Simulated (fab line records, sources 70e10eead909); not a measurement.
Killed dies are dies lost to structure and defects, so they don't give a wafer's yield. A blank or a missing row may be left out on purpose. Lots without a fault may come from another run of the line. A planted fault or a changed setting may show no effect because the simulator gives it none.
fab line records | flow nand_harc
record lots=6 wafers=18 last_day=23
route steps=1159 shown A_CONTACT@849 END@1159
lots that met no fault: from a run of the same line without faults
start_h: hours from the record's first day to the start of the lot's first wafer shown | wait_h: hours since the lot's step before | " the same as in the row above | L1.1+2: a row that stands for several wafers | - no value, or no start given | * or withheld: withheld | < > ~ a bound
route shown NAME@n: a module of which the file shows steps, and the number in the route of the first | usual: mean/standard deviation of fault-free wafers | same: alike in all rows | chamber/n: place in a boat | sites: the reading at each site | _std_site: their standard deviation | _edge_site: outer sites' mean less inner sites' | radius_mm: how far each site lies from the wafer's centre | mask NAME#n: copy n | behind: the tool/chamber that last shaped the wafer | hold: why the lot was held/for how many hours/how that ended | device: the transistor (n, p or np) that didn't switch | end of line: the same wafers' tests at the end of the route | a step without rows: its recipe alone | killed: dies lost to structure and defects at the first sort, not the wafer's yield | map: a wafer's dies, x killed, . not, _ none there
set.NAME: the setting as run; set.NAME@STEP: as run at that earlier step | model.NAME: the simulator's own value behind a step, which no gauge read
lots at some steps of the route; a table a step, a row a wafer
services: from which hour (start_h, from the record's first day; less than 0 if before it) a tool's chamber was out of use, for how many hours, and why
## steps
# step NHARC_A_CONTACT_SOFTBAKE_37
# recipe temp_c=105 time_s=55
# step NHARC_A_CONTACT_EBR_38
# step NHARC_A_CONTACT_EXPOSE_39
# recipe na=1.35 sigma_outer=0.8 dose_mj=58.79 mask_id=A_CC_3
# step NHARC_A_CONTACT_PEB_40
# recipe peb_temp_c=100 peb_time_s=65
# step NHARC_A_CONTACT_DEVELOP_41
# recipe develop_time_s=35 dev_temp_c=23
# step NHARC_A_CONTACT_CD_MEAS_42
# recipe target_cd_nm=200 landing_energy_ev=500
# usual cd_nm=200.4/0.65
# columns lot.wafer tool chamber start_h wait_h cd_nm
L924.1 cd_sem-03 0 378.39 - 201.3
L924.4 " 0 " " 199.9
L924.5 " 0 " " 199.7
L926.2 cd_sem-02 0 383.34 - 201.3
L926.3 " 0 " " 200.7
L926.5 " 0 " " 200.1
L927.1 cd_sem-01 0 402.54 - 200.1
L927.2 " 0 " " 199.2
L927.5 " 0 " " 199.9
L928.2 cd_sem-02 0 409.83 - 199.9
L928.3 " 0 " " 199.6
L928.6 " 0 " " 199.9
L937.2 cd_sem-01 0 448.46 - 201.2
L937.5 " 0 " " 200.9
L937.6 " 0 " " 201.3
L941.4 cd_sem-01 0 475.20 - 200.9
L941.5 " 0 " " 199.8
L941.6 " 0 " " 201.1
# step NHARC_A_CONTACT_OVL_MEAS_43
# usual overlay_x_nm=-0.2/0.85 overlay_y_nm=0.0/0.82
# columns lot.wafer tool chamber start_h wait_h overlay_x_nm overlay_y_nm
L924.1 overlay-02 - 378.48 - -1.2 0.0
L924.4 " - " " -0.8 -0.5
L924.5 " - " " -1.2 0.6
L926.2 overlay-02 - 383.43 - -1.3 -1.2
L926.3 " - " " -1.8 -0.3
L926.5 " - " " -0.9 -1.3
L927.1 overlay-02 - 402.63 - -0.1 0.0
L927.2 " - " " -0.8 -0.3
L927.5 " - " " -0.2 -0.8
L928.2 overlay-02 - 409.91 - 0.7 -1.4
L928.3 " - " " 0.9 -2.3
L928.6 " - " " 0.6 -2.2
L937.2 overlay-02 - 448.54 - 0.1 -0.8
L937.5 " - " " 0.3 -0.9
L937.6 " - " " 0.1 -1.0
L941.4 overlay-02 - 475.30 - 1.2 0.4
L941.5 " - " " 0.8 -0.2
L941.6 " - " " 1.4 -0.4
# step NHARC_A_CONTACT_INSPECT_44
# usual raw_defect_count=28/14
# columns lot.wafer tool chamber start_h wait_h raw_defect_count
L924.1 defect_inspect-02 - 378.52 0.0 17
L924.4 " - " " 20
L924.5 " - " " 20
L926.2 defect_inspect-01 - 383.47 0.0 8
L926.3 " - " " 5
L926.5 " - " " 10
L927.1 defect_inspect-01 - 402.67 0.0 22
L927.2 " - " " 17
L927.5 " - " " 18
L928.2 defect_inspect-01 - 409.95 0.0 38
L928.3 " - " " 32
L928.6 " - " " 34
L937.2 defect_inspect-02 - 448.58 0.0 46
L937.5 " - " " 42
L937.6 " - " " 42
L941.4 defect_inspect-01 - 475.34 0.0 63
L941.5 " - " " 50
L941.6 " - " " 48
# step NHARC_A_CONTACT_DESCUM_47
# recipe time_s=3 o2_flow_sccm=200 ar_flow_sccm=0 bias_power_w=0 chemistry=O2
# step NHARC_A_CONTACT_ETCH_48
# recipe target_depth_a=390 over_etch_frac=0.3 time_s=65 ion_energy_ev=80 cf4_flow_sccm=150 ar_flow_sccm=0 rf_w=300 bias_w=100 chemistry=CF4
# usual drypump_motor_current_A=5.6/0.55 mfc_ar_sccm=0.015/0.011 oes_product_au=1.006/0.014 rf_vpp_V=151.0/1.3 showerhead_plenum_p_Torr=1.74/0.062 throttle_valve_pct=13.283/0.0095
# columns lot.wafer tool chamber start_h wait_h drypump_motor_current_A mfc_ar_sccm oes_product_au rf_hours_counter_h rf_vpp_V showerhead_plenum_p_Torr throttle_valve_pct
L924.1 rie_diel-03 2 378.67 0.1 5.2 0 1.005 59 151.4 1.81 13.273
L924.4 " 3 " " 6.0 0.030 1.020 61 151.3 1.74 13.279
L924.5 " 1 " " 4.9 0.011 1.000 - 151.9 1.79 13.274
L926.2 rie_diel-03 1 383.61 0.1 4.9 0.011 0.997 58 152.6 1.79 13.263
L926.3 " 3 " " 6.0 0.030 1.018 64 152.7 1.74 13.288
L926.5 " 2 " " 5.2 0 0.993 - 152.5 1.81 13.295
L927.2 rie_diel-03 0 402.82 0.1 5.1 0.011 0.987 0 151.2 1.75 13.273
L927.1 " 2 " " 5.2 0 1.015 0 152.9 1.81 13.288
L927.5 " 3 " " 6.1 0.030 1.010 - 149.4 1.74 13.284
L928.2 rie_diel-03 1 410.16 0.1 4.9 0.011 1.002 2 150.0 1.79 13.296
L928.3 " 3 " " 6.0 0.030 1.008 2 151.9 1.74 13.299
L928.6 " 1 " " 4.9 0.011 0.998 - 152.5 1.79 13.301
L937.2 rie_diel-10 1 448.74 0.1 6.8 0.014 1.017 17 150.7 1.73 13.270
L937.6 " 3 " " 5.5 0.018 0.996 - 149.7 1.67 13.265
L937.5 " 0 " " 5.3 0.033 1.026 - 151.4 1.81 13.288
L941.4 rie_diel-12 0 475.58 0.2 5.6 0 0.995 33 152.2 1.79 13.279
L941.5 " 0 " " 5.6 0 0.993 - 153.0 1.79 13.280
L941.6 " 1 " " 5.9 0.002 1.004 - 149.6 1.69 13.281
# step NHARC_A_CONTACT_ETCH_49
# recipe target_depth_a=2600 over_etch_frac=0.3 time_s=475.3 ion_energy_ev=200 n2_flow_sccm=150 h2_flow_sccm=150 ar_flow_sccm=0 rf_w=400 bias_w=150 chemistry=N2/H2
# usual drypump_motor_current_A=5.7/0.56 mfc_ar_sccm=0.015/0.011 oes_product_au=1.006/0.014 rf_vpp_V=429.4/2.4 showerhead_plenum_p_Torr=2.00/0.079 throttle_valve_pct=14.172/0.0081
# columns lot.wafer tool chamber start_h wait_h drypump_motor_current_A mfc_ar_sccm oes_product_au rf_hours_counter_h rf_vpp_V showerhead_plenum_p_Torr throttle_valve_pct
L924.1 rie_diel-03 0 - - 5.1 0.011 1.025 60 429.9 2.01 14.167
L924.4 " 1 " " 4.9 0.011 1.008 55 431.6 2.07 14.178
L924.5 " 2 " " 5.2 0 1.012 - 432.0 2.09 14.187
L926.3 rie_diel-03 1 - - 4.9 0.011 0.995 58 431.1 2.07 14.176
L926.2 " 2 " " 5.2 0 1.001 62 432.1 2.09 14.158
L926.5 " 2 " " 5.2 0 0.998 - 430.6 2.09 14.176
L927.2 rie_diel-03 0 - - 5.1 0.011 0.995 0 429.8 2.01 14.159
L927.1 " 1 " " 4.9 0.011 0.999 0 432.1 2.07 14.168
L927.5 " 2 " " 5.2 0 1.013 - 432.1 2.09 14.171
L928.3 rie_diel-03 3 - - 6.0 0.030 1.008 3 427.4 2.00 14.176
L928.2 " 2 " " 5.2 0 1.022 2 431.6 2.09 14.166
L928.6 " 3 " " 6.1 0.030 1.011 - 429.5 2.00 14.171
L937.2 rie_diel-10 3 - - 5.5 0.018 0.993 17 427.8 1.92 14.182
L937.5 " 1 " " 6.7 0.014 1.012 - 428.6 1.99 14.178
L937.6 " 2 " " 5.3 0.005 1.015 - 425.6 1.88 14.170
L941.4 rie_diel-12 0 - - 5.6 0 1.005 33 431.5 2.07 14.189
L941.5 " 1 " " 5.9 0.002 0.998 - 427.3 1.94 14.181
L941.6 " 2 " " 6.1 0.035 0.989 - 431.5 2.12 14.181
# step NHARC_A_CONTACT_ETCH_50
# recipe target_depth_a=847 time_s=42.4 cf4_flow_sccm=100 chf3_flow_sccm=30 ar_flow_sccm=0 rf_w=500 bias_w=200 chemistry=CF4/CHF3
# step NHARC_A_CONTACT_ETCH_51
# recipe target_depth_a=36000 over_etch_frac=0.3 time_s=936 ion_energy_ev=150 o2_flow_sccm=400 cos_flow_sccm=20 ar_flow_sccm=0 rf_w=500 bias_w=300 chemistry=O2/COS
# usual drypump_motor_current_A=5.6/0.58 mfc_ar_sccm=0.016/0.011 oes_product_au=1.008/0.014 rf_vpp_V=313.2/1.8 showerhead_plenum_p_Torr=3.07/0.11 throttle_valve_pct=28.330/0.009
# columns lot.wafer tool chamber start_h wait_h drypump_motor_current_A mfc_ar_sccm oes_product_au rf_hours_counter_h rf_vpp_V showerhead_plenum_p_Torr throttle_valve_pct
L924.1 rie_diel-03 2 379.18 - 5.2 0 1.011 59 314.7 3.20 28.327
L924.4 " 0 " " 5.1 0.011 1.007 60 311.9 3.08 28.341
L924.5 " 2 " " 5.2 0 1.004 - 315.1 3.20 28.332
L926.2 rie_diel-03 0 385.75 - 5.1 0.011 1.019 64 313.3 3.08 28.333
L926.3 " 2 " " 5.2 0 0.999 64 315.1 3.19 28.343
L926.5 " 1 " " 4.9 0.011 1.000 - 315.0 3.16 28.330
L927.1 rie_diel-03 3 403.33 - 6.0 0.030 1.013 1 313.6 3.07 28.345
L927.2 " 2 " " 5.2 0 1.011 1 315.3 3.19 28.337
L927.5 " 3 " " 6.1 0.030 1.013 - 313.4 3.07 28.331
L928.3 rie_diel-03 2 410.73 - 5.2 0 1.019 3 315.5 3.19 28.324
L928.2 " 3 " " 6.0 0.030 1.011 3 312.6 3.07 28.344
L928.6 " 1 " " 4.9 0.011 1.008 - 313.2 3.16 28.330
L937.2 rie_diel-10 3 449.48 - 5.5 0.018 0.992 17 311.7 2.95 28.308
L937.6 " 2 " " 5.3 0.005 1.025 - 309.9 2.90 28.318
L937.5 " 3 " " 5.5 0.018 1.007 - 311.3 2.95 28.323
L941.4 rie_diel-12 3 476.32 - 5.3 0.018 0.993 33 315.3 3.15 28.323
L941.5 " 0 " " 5.6 0 0.992 - 315.6 3.16 28.331
L941.6 " 1 " " 5.9 0.002 0.993 - 313.5 2.98 28.327
# step NHARC_A_CONTACT_ETCH_111
# recipe source_w=withheld pressure_mtorr=20 bias_v=withheld time_s=140 target_depth_a=7000 ar_flow_sccm=withheld c4f8_flow_sccm=withheld o2_flow_sccm=withheld chemistry=C4F8/O2/Ar
# step NHARC_A_CONTACT_ETCH_112
# recipe source_w=withheld pressure_mtorr=20 bias_v=3000 time_s=94 target_depth_a=9220 ar_flow_sccm=withheld c4f8_flow_sccm=withheld o2_flow_sccm=withheld chemistry=C4F8/O2/Ar
# step NHARC_A_CONTACT_ETCH_113
# recipe source_w=withheld pressure_mtorr=20 bias_v=3000 time_s=94 target_depth_a=9220 ar_flow_sccm=withheld c4f8_flow_sccm=withheld o2_flow_sccm=withheld chemistry=C4F8/O2/Ar
# step NHARC_A_CONTACT_ETCH_114
# recipe source_w=withheld pressure_mtorr=20 bias_v=3000 time_s=94 target_depth_a=9220 ar_flow_sccm=withheld c4f8_flow_sccm=withheld o2_flow_sccm=withheld chemistry=C4F8/O2/Ar
# step NHARC_A_CONTACT_ETCH_115
# recipe source_w=withheld pressure_mtorr=20 bias_v=3000 time_s=94 target_depth_a=9220 ar_flow_sccm=withheld c4f8_flow_sccm=withheld o2_flow_sccm=withheld chemistry=C4F8/O2/Ar
# step NHARC_A_CONTACT_ETCH_116
# recipe source_w=withheld pressure_mtorr=20 bias_v=3000 time_s=94 target_depth_a=9220 ar_flow_sccm=withheld c4f8_flow_sccm=withheld o2_flow_sccm=withheld chemistry=C4F8/O2/Ar
# step NHARC_A_CONTACT_ETCH_117
# recipe source_w=withheld pressure_mtorr=20 bias_v=3000 time_s=94 target_depth_a=9220 ar_flow_sccm=withheld c4f8_flow_sccm=withheld o2_flow_sccm=withheld chemistry=C4F8/O2/Ar
# step NHARC_A_CONTACT_ETCH_118
# recipe source_w=withheld pressure_mtorr=20 bias_v=3000 time_s=94 target_depth_a=9220 ar_flow_sccm=withheld c4f8_flow_sccm=withheld o2_flow_sccm=withheld chemistry=C4F8/O2/Ar
# columns lot.wafer tool chamber start_h wait_h rf_hours_counter_h
L924.1 har_cap_etch-03 0 380.59 0.1 83
L924.4 " 1 " " -
L924.5 " 0 " " -
L926.2 har_cap_etch-02 0 387.26 0.1 12
L926.3 " 0 " " -
L926.5 " 1 " " -
L927.2 har_cap_etch-02 0 404.74 0.1 16
L927.1 " 1 " " 16
L927.5 " 1 " " -
L928.2 har_cap_etch-03 1 412.07 0.1 88
L928.3 " 0 " " -
L928.6 " 0 " " -
L937.2 har_cap_etch-02 1 450.81 0.1 26
L937.6 " 1 " " -
L937.5 " 0 " " -
L941.4 har_cap_etch-03 0 477.56 0.1 -
L941.5 " 0 " " -
L941.6 " 1 " " -
# step NHARC_A_CONTACT_ETCH_119
# recipe source_w=withheld pressure_mtorr=20 bias_v=3000 time_s=94 target_depth_a=9220 ar_flow_sccm=withheld c4f8_flow_sccm=withheld o2_flow_sccm=withheld chemistry=C4F8/O2/Ar
# step NHARC_A_CONTACT_ETCH_120
# recipe source_w=withheld pressure_mtorr=20 bias_v=3000 time_s=94 target_depth_a=9220 ar_flow_sccm=withheld c4f8_flow_sccm=withheld o2_flow_sccm=withheld chemistry=C4F8/O2/Ar
# step NHARC_A_CONTACT_ETCH_121
# recipe source_w=withheld pressure_mtorr=20 bias_v=3000 time_s=94 target_depth_a=9220 ar_flow_sccm=withheld c4f8_flow_sccm=withheld o2_flow_sccm=withheld chemistry=C4F8/O2/Ar
# step NHARC_A_CONTACT_ETCH_122
# recipe source_w=withheld pressure_mtorr=20 bias_v=3000 time_s=95 target_depth_a=9300 ar_flow_sccm=withheld c4f8_flow_sccm=withheld o2_flow_sccm=withheld chemistry=C4F8/O2/Ar
# step NHARC_A_CONTACT_ETCH_123
# recipe source_w=withheld pressure_mtorr=20 bias_v=400 time_s=253 target_depth_a=10900 ar_flow_sccm=withheld c4f8_flow_sccm=11.5 o2_flow_sccm=7.2 chemistry=C4F8/O2/Ar
# columns lot.wafer tool chamber start_h wait_h rf_hours_counter_h
L924.1 har_cap_etch-03 0 381.05 0.1 83
L924.4 " 1 " " -
L924.5 " 0 " " -
L926.2 har_cap_etch-02 0 387.92 0.2 13
L926.3 " 0 " " -
L926.5 " 1 " " -
L927.2 har_cap_etch-02 0 405.19 0.1 16
L927.1 " 1 " " 16
L927.5 " 1 " " -
L928.2 har_cap_etch-03 1 412.53 0.1 89
L928.3 " 0 " " -
L928.6 " 0 " " -
L937.2 har_cap_etch-02 1 451.27 0.1 26
L937.6 " 1 " " -
L937.5 " 0 " " -
L941.4 har_cap_etch-03 0 478.09 0.2 -
L941.5 " 0 " " -
L941.6 " 1 " " -
# step NHARC_A_CONTACT_ETCH_90
# recipe target_depth_a=400 over_etch_frac=0.5 time_s=85.7 ion_energy_ev=120 ch3f_flow_sccm=50 o2_flow_sccm=30 ar_flow_sccm=200 rf_w=500 bias_w=100 chemistry=CH3F/O2
# step NHARC_A_CONTACT_ETCH_96
# recipe target_depth_a=200 over_etch_frac=0.5 time_s=10 ion_energy_ev=250 c4f6_flow_sccm=25 o2_flow_sccm=20 ar_flow_sccm=500 rf_w=600 bias_w=500 chemistry=C4F6/O2
# step NHARC_A_CONTACT_CD_MEAS_53
# usual cd_nm=189.6/0.89
# columns lot.wafer tool chamber start_h wait_h cd_nm
L924.1 cd_sem-02 - 381.89 - 189.6
L924.4 " - " " 189.6
L924.5 " - " " 189.9
L926.2 cd_sem-02 - 388.80 - 189.4
L926.3 " - " " 189.4
L926.5 " - " " 188.6
L927.1 cd_sem-03 - 406.01 - 190.0
L927.2 " - " " 190.1
L927.5 " - " " 190.2
L928.2 cd_sem-02 - 413.35 - 189.8
L928.3 " - " " 191.0
L928.6 " - " " 190.8
L937.2 cd_sem-03 - 452.09 - 189.8
L937.5 " - " " 190.8
L937.6 " - " " 190.9
L941.4 cd_sem-03 - 478.81 - 189.6
L941.5 " - " " 188.8
L941.6 " - " " 190.7
# step NHARC_A_CONTACT_STRIP_99
# recipe n2_flow_sccm=150 h2_flow_sccm=150 ar_flow_sccm=0 bias_w=0 chemistry=N2/H2
# step NHARC_A_CONTACT_STRIP_100
# recipe cf4_flow_sccm=100 chf3_flow_sccm=30 ar_flow_sccm=0 bias_w=0 chemistry=CF4/CHF3
# step NHARC_A_CONTACT_STRIP_101
# recipe o2_flow_sccm=400 cos_flow_sccm=20 ar_flow_sccm=0 bias_w=0 chemistry=O2/COS
# step NHARC_A_CONTACT_ETCH_102
# recipe target_depth_a=700 overetch_a=70 time_s=38.5 ion_energy_ev=100 cf4_flow_sccm=80 o2_flow_sccm=20 ar_flow_sccm=0 rf_w=300 bias_w=100 chemistry=CF4/O2
# step NHARC_A_CONTACT_STRIP_55
# recipe o2_flow_sccm=500 ar_flow_sccm=0 bias_w=0 chemistry=O2
# usual drypump_motor_current_A=5.6/0.56 mfc_ar_sccm=0.015/0.011 oes_product_au=1.006/0.013 rf_vpp_V=57.7/0.84 showerhead_plenum_p_Torr=3.48/0.11 throttle_valve_pct=17.037/0.0088
# columns lot.wafer tool chamber start_h wait_h drypump_motor_current_A mfc_ar_sccm oes_product_au rf_hours_counter_h rf_vpp_V showerhead_plenum_p_Torr throttle_valve_pct
L924.1 rie_diel-03 3 - - 6.0 0.030 1.011 64 57.8 3.47 17.040
L924.4 " 2 " " 5.2 0 1.003 61 58.4 3.61 17.033
L924.5 " 0 " " 5.1 0.011 1.018 - 58.2 3.48 17.024
L926.3 rie_diel-10 3 - - 5.5 0.018 0.998 6 56.9 3.34 17.032
L926.2 " 0 " " 5.3 0.033 1.012 7 57.0 3.62 17.026
L926.5 " 1 " " 6.7 0.014 1.020 - 56.4 3.45 17.036
L927.2 rie_diel-03 3 - - 6.0 0.030 1.006 1 58.2 3.47 17.031
L927.1 " 0 " " 5.1 0.011 0.985 1 58.3 3.48 17.030
L927.5 " 3 " " 6.1 0.030 1.018 - 57.7 3.47 17.039
L928.2 rie_diel-10 1 - - 6.8 0.014 1.012 10 57.7 3.45 17.043
L928.3 " 3 " " 5.5 0.018 0.989 10 56.7 3.34 17.037
L928.6 " 1 " " 6.8 0.014 1.018 - 57.5 3.45 17.039
L937.2 rie_diel-12 3 - - 5.3 0.018 0.996 25 57.8 3.56 17.031
L937.5 " 0 " " 5.6 0 1.003 - 58.7 3.58 17.041
L937.6 " 1 " " 5.9 0.002 1.012 - 56.3 3.37 17.036
L941.4 rie_diel-03 0 - - 5.1 0.011 0.976 26 58.0 3.47 17.044
L941.6 " 0 " " 5.1 0.011 0.991 - 57.5 3.47 17.039
L941.5 " 1 " " 4.9 0.011 1.000 - 57.3 3.56 17.038
# step NHARC_A_CONTACT_STRIP_56
# recipe time_s=600 temp_c=30 chemistry=post_etch_residue_remover
# step NHARC_A_CONTACT_DEP_57
# recipe target_thk_a=28000 temp_c=400 material=aC
# step NHARC_A_CONTACT_DEP_58
# recipe target_thk_a=600 target_thk_nm=60 temp_c=400 pressure_torr=3.5 flow_sccm=200 rf_w=350 material=SiON
# step NHARC_A_CONTACT_DEHYDRATE_59
# recipe temp_c=150 time_s=120
# step NHARC_A_CONTACT_HMDS_60
# recipe time_s=30
# step NHARC_A_CONTACT_COAT_61
# recipe temp_c=260 time_s=75
# step NHARC_A_CONTACT_COAT_62
# recipe temp_c=225 time_s=65
# step NHARC_A_CONTACT_COAT_63
# recipe spin_rpm=1500 resist_thk_nm=90
# step NHARC_A_CONTACT_DESCUM_74
# recipe time_s=3 o2_flow_sccm=200 ar_flow_sccm=0 bias_power_w=0 chemistry=O2
# usual drypump_motor_current_A=5.6/0.52 mfc_ar_sccm=0.015/0.012 oes_product_au=1.005/0.013 rf_vpp_V=57.6/0.87 showerhead_plenum_p_Torr=1.90/0.07 throttle_valve_pct=11.310/0.0093
# columns lot.wafer tool chamber start_h wait_h hold drypump_motor_current_A mfc_ar_sccm oes_product_au rf_hours_counter_h rf_vpp_V showerhead_plenum_p_Torr throttle_valve_pct
L924.1 rie_diel-10 0 385.74 0.1 - 5.2 0.033 1.014 6 57.0 1.97 11.297
L924.4 " 1 " " - 6.7 0.014 1.016 5 57.0 1.87 11.315
L924.5 " 3 " " - 5.5 0.018 0.983 - 55.6 1.81 11.304
L926.2 rie_diel-12 3 392.50 0.2 - 5.3 0.018 0.997 2 59.5 1.94 11.302
L926.3 " 0 " " - 5.6 0 0.994 3 57.9 1.95 11.297
L926.5 " 2 " " - 6.1 0.035 0.978 - 57.8 2.00 11.305
L927.2 rie_diel-12 0 415.24 4.3 await_dispo/4.2h/release 5.6 0 1.000 9 57.9 1.95 11.285
L927.1 " 3 " " await_dispo/4.2h/release 5.3 0.018 0.994 10 58.2 1.94 11.330
L927.5 " 0 " " await_dispo/4.2h/release 5.6 0 1.001 - 56.3 1.95 11.312
L928.2 rie_diel-10 1 418.97 1.9 await_dispo/1.8h/release 6.8 0.014 1.018 10 57.4 1.87 11.307
L928.3 " 3 " " await_dispo/1.8h/release 5.5 0.018 0.996 10 58.5 1.81 11.317
L928.6 " 1 " " await_dispo/1.8h/release 6.7 0.014 1.026 - 57.7 1.87 11.330
L937.2 rie_diel-10 3 455.77 0.1 - 5.5 0.018 0.996 18 57.2 1.80 11.300
L937.5 " 0 " " - 5.2 0.033 1.024 - 59.0 1.96 11.316
L937.6 " 1 " " - 6.8 0.014 1.029 - 58.8 1.86 11.313
L941.4 rie_diel-03 1 483.25 0.1 - 4.9 0.011 0.991 29 58.2 1.93 11.304
L941.6 " 2 " " - 5.2 0 1.005 - 56.3 1.95 11.306
L941.5 " 3 " " - 6.1 0.030 0.994 - 57.7 1.87 11.305
# step NHARC_END_SORT_01
# recipe temp_c=25
# usual killed_at_array=28/11 killed_at_other=0.5/0.87 killed_at_periphery=2.9/2.2 killed_dies=32/11 killed_open=3.2/1.9 killed_short=1.8/1.4
# same gross_dies=677
# columns lot.wafer tool chamber start_h wait_h killed_at_array killed_at_other killed_at_periphery killed_dies killed_open killed_short
L928.2 prober-02 0 496.87 2.8 78 5 2 85 1 0
L927.1 prober-01 0 498.04 2.5 66 0 4 70 0 3
L927.2 prober-01 0 498.86 2.8 48 0 3 51 3 4
L927.5 prober-01 0 501.29 3.7 56 1 1 58 5 2
L937.2 prober-01 0 517.11 2.8 32 0 2 34 1 0
L937.5 prober-01 0 519.53 3.7 33 1 1 35 1 2
L937.6 prober-01 0 520.33 4.0 45 1 0 46 4 4
L941.4 prober-01 0 553.17 3.4 52 0 1 53 4 1
# killed by level:class
L928.2 A_CONTACT:unspecified=43 A_CHANNEL_HOLE_D1:chamber_film_flake=16 A_SLIT:chamber_film_flake=15 THIN_TSV:chamber_film_flake=5 A_STAIRCASE:chamber_film_flake=3 P_ZERO_WELL:chamber_film_flake=2 A_ONON_D1:geometric_particle:open=1
L927.1 A_CONTACT:unspecified=43 A_SLIT:chamber_film_flake=16 A_CHANNEL_HOLE_D1:chamber_film_flake=2 A_CONTACT:chamber_film_flake=2 P_CONTACT:geometric_particle:short=1 A_CHANNEL_FILL_D1:geometric_particle:short=1 A_SGD_CUT:geometric_particle:short=1 P_ZERO_WELL:chamber_film_flake=1
L927.2 A_CONTACT:unspecified=30 A_SLIT:chamber_film_flake=6 A_CHANNEL_HOLE_D1:chamber_film_flake=3 A_STAIRCASE:chamber_film_flake=2 A_BLC:chamber_film_flake=2 P_STI:geometric_particle:short=1 P_GATE:geometric_particle:short=1 P_CONTACT:geometric_particle:open=1
L927.5 A_CONTACT:unspecified=37 A_SLIT:chamber_film_flake=7 A_CHANNEL_HOLE_D1:chamber_film_flake=3 A_ONON_D1:geometric_particle:open=2 P_GATE:geometric_particle:open=1 A_STAIRCASE:geometric_particle:short=1 A_STAIRCASE:geometric_particle:open=1 A_SGD_CUT:geometric_particle:short=1
L937.2 A_CHANNEL_HOLE_D1:chamber_film_flake=16 A_SLIT:chamber_film_flake=8 A_STAIRCASE:chamber_film_flake=6 A_CONTACT:chamber_film_flake=2 P_M0:geometric_particle:open=1 P_STI:chamber_film_flake=1
L937.5 A_SLIT:chamber_film_flake=13 A_CHANNEL_HOLE_D1:chamber_film_flake=9 A_STAIRCASE:chamber_film_flake=5 A_SGD_CUT:geometric_particle:short=1 A_WL_FILL:geometric_particle:short=1 A_CONTACT:geometric_particle:open=1 P_STI:chamber_film_flake=1 A_CHANNEL_FILL_D1:chamber_film_flake=1
L937.6 A_CHANNEL_HOLE_D1:chamber_film_flake=17 A_SLIT:chamber_film_flake=10 A_STAIRCASE:chamber_film_flake=7 A_M0:geometric_particle:short=2 A_M0:chamber_film_flake=2 A_SOURCE_PLATE:geometric_particle:open=1 A_CHANNEL_FILL_D1:geometric_particle:short=1 A_SGD_CUT:geometric_particle:open=1
L941.4 A_CHANNEL_HOLE_D1:chamber_film_flake=27 A_SLIT:chamber_film_flake=16 A_CONTACT:chamber_film_flake=3 A_CONTACT:geometric_particle:open=2 A_CONTACT:geometric_particle:short=1 A_M0:geometric_particle:open=1 A_M1:geometric_particle:open=1 P_STI:chamber_film_flake=1
## services
# columns tool chamber start_h hours kind
rie_diel-03 0 371.69 - clean
rie_diel-03 1 371.69 - clean
rie_diel-03 2 371.69 - clean
rie_diel-03 3 371.69 - clean
rie_diel-12 - 379.86 9.0 pm
rie_diel-03 - 392.39 9.0 pm
rie_diel-03 0 392.39 9.0 vent_cycle
rie_diel-03 1 392.39 9.0 vent_cycle
rie_diel-03 2 392.39 9.0 vent_cycle
rie_diel-03 3 392.39 9.0 vent_cycle
rie_diel-03 0 401.39 - clean
rie_diel-03 1 401.39 - clean
rie_diel-03 2 401.39 - clean
rie_diel-03 3 401.39 - clean
rie_diel-03 0 425.89 - clean
rie_diel-03 1 425.89 - clean
rie_diel-03 2 425.89 - clean
rie_diel-03 3 425.89 - clean
rie_diel-03 0 450.43 - clean
rie_diel-03 1 450.43 - clean
rie_diel-03 2 450.43 - clean
rie_diel-03 3 450.43 - clean
rie_diel-03 - 473.82 0.5 repair
rie_diel-10 2 474.83 1.8 repair
## key
first_sign step=NHARC_END_SORT_01 reading=killed_dies direction=up sigmas=3.1 usual=32 struck=66
effect step=NHARC_END_SORT_01 reading=killed_at_array direction=up sigmas=3.1 usual=28 struck=62
more_kills_born_at NHARC_A_CONTACT_ETCH_51@rie_diel-03=151
met_at NHARC_A_CONTACT_ETCH_51
struck_wafers L927.1,L927.2,L927.5,L928.2,L928.3,L928.6
rows_end L928.3,L928.6
tester_left_out L927,L928
onset_between 385.75 403.33
also_fits NHARC_A_CONTACT_ETCH_48:rie_diel-03,NHARC_A_CONTACT_ETCH_49:rie_diel-03
fault kind=chamber_particle_source tool=rie_diel-03 chamber=- onset_h=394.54 steps=NHARC_A_CONTACT_ETCH_51 rate_per_visit_cm2=0.53073 end_h=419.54
# tester_left_out: of these lots the tester's yield and bins aren't shown, on N5 and GAA mostly nor the transistor test; their killed dies are dies lost to structure and defects alone, not to doping, threshold or leakage, so they don't give the yield
# rows_end: these wafers met a further fault down the route, and their rows from its step on are left out
